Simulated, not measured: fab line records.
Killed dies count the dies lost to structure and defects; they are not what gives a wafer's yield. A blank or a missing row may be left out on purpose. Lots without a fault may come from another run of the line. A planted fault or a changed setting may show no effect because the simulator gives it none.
Chamber matching :: flow n5-finfet :: 4 sister chambers for N5_BEOL_M0_SAQP_SPACER2_ALD_26 on ald-sin-02
The step deposits SiO2, target thk 15 nm, pulse time 1 s, purge time 2 s. 4 wafers are shown with their chamber, then 7 later ones without.

== EACH WAFER AND ITS CHAMBER ==
wafer: L808.3
chamber: 3
heater-power-w (W): 601

wafer: L808.6
chamber: 2
heater-power-w (W): 442

wafer: L809.1
chamber: 0
heater-power-w (W): 489

wafer: L809.2
chamber: 1
heater-power-w (W): 396

== WAFERS MISSING THEIR CHAMBER ==
wafer: L809.5
heater-power-w (W): 598

wafer: L810.4
heater-power-w (W): 501

wafer: L810.5
heater-power-w (W): 493

wafer: L810.6
heater-power-w (W): 390

wafer: L813.1
heater-power-w (W): 434

wafer: L813.2
heater-power-w (W): 495

wafer: L813.6
heater-power-w (W): 429

== CHAMBER TAKEN BY EACH ==
wafer: L809.5
from the rows above: 3
in truth: 3

wafer: L810.4
from the rows above: 0
in truth: 0

wafer: L810.5
from the rows above: 0
in truth: 0

wafer: L810.6
from the rows above: 1
in truth: 1

wafer: L813.1
from the rows above: 2
in truth: 2

wafer: L813.2
from the rows above: 0
in truth: 0

wafer: L813.6
from the rows above: 2
in truth: 2
Correct placement for 7 of the 7. Number that these rows cannot place: 0. Wrongly placed: 0.
How it was worked out, from the rows above alone: a wafer's distance from a chamber is the root of the sum, over the readings, of the square of ((its reading less the chamber's mean) divided by the reading's scatter). The wafer belongs to the nearest chamber; if the next one is less than 2 further off, it can't be placed. Each chamber's mean is taken over the wafers shown for it. The scatter: with one shown wafer a chamber, the root of the mean of the squares of how far each hidden wafer lies from its nearest shown one.
